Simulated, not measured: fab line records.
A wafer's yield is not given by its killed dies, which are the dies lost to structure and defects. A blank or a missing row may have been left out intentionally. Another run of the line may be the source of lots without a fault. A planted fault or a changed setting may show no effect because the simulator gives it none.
Problem report in the 8D (eight disciplines) form, filled by code ; flow nand-harc ; the parts of the form that need people (team, actions taken, sign-off) are left out

1. PROBLEM STATEMENT
At NHARC_P_GATE_ETCH_104, rf-fwd-power-W averages 291.2 W over 6 wafers from 2 lots, while fault-free wafers read 491.9 W, standard deviation 2.9. That is -69 standard deviations from the usual mean.
The step: etches the open film in CF4/CHF3, target depth 60 nm.
First observed at day 6 12:28: wafer L935.1, on rie-diel-02. The record holds 18 wafers of 6 lots with a number at this step. Rule for "out", or "out of limits": more than 4 standard deviations from the usual mean. All remaining wafers that have a number are taken as sound.

2. WHAT IT IS, WHAT IT ISN'T
question;is;is not
which readings at this step;rf-fwd-power-W, oes-product-au;cf4-flow-sccm, drypump-motor-current-A, rf-vpp-V, showerhead-plenum-p-Torr, throttle-valve-pct
which lots;L933, L935;L928, L934, L949, L950
which wafers of those lots;all that have a number;-
read on which tools;rie-diel-02;rie-diel-04, rie-diel-08
when;from day 6 12:28;"up to then (6 sound wafers); but 6 sound wafers of L949, L950 came after"

3. SUSPECTS, AND WHAT RULES EACH OUT
Counting: a tool stays on the suspect list if, at a process step up to the reading, it processed all lots that are out and no sound lot following the first of them.
- rie-diel-02 at NHARC_P_GATE_DESCUM_31 (chemistry O2, time 3 s): ruled out as a lasting fault. The sound lots L950 went through it after L935, its earliest lot that is out (day 6 12:22).
- rie-diel-02 at NHARC_P_GATE_ETCH_104 (etches the open film in CF4/CHF3, target depth 60 nm): ruled out as a lasting fault. The sound lots L950 went through it after L935, its earliest lot that is out (day 6 12:28).
Left after counting: nothing in the record.

4. THE CAUSE (what the simulator had put in)
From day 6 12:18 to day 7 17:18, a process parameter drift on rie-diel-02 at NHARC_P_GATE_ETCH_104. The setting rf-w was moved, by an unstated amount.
Counting ruled it out, wrongly.

5. SEQUENCE OF EFFECTS, ordered by route
One row per reading whose mean, taken over the struck wafers that have a number, lies over 3 standard deviations from the usual. Only readings for which the record gives a usual standard deviation are gone through. hours: the time from each lot's start at the first step in this table that gives one to its start at this step, as a median over the lots. sigmas: the change in usual standard deviations.
hours;step;reading;usual;on struck wafers;change;sigmas
0;NHARC_P_GATE_ETCH_104;oes-product-au;0.949 a.u.;0.712;-0.237;-12
0;NHARC_P_GATE_ETCH_104;rf-fwd-power-W;491.9 W;291.2;-200.6;-69
Its process steps:
- NHARC_P_GATE_ETCH_104: etches the open film in CF4/CHF3, target depth 60 nm.
Later measuring or inspecting steps at which every struck wafer that the step has a row for has a number for every such reading, and none has moved that far: NHARC_END_SORT_01.

6. HOW IT WOULD HAVE BEEN CAUGHT EARLIER
In this record no reading fell out of limits until day 6 12:28, 0 hours after the fault had begun at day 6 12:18.
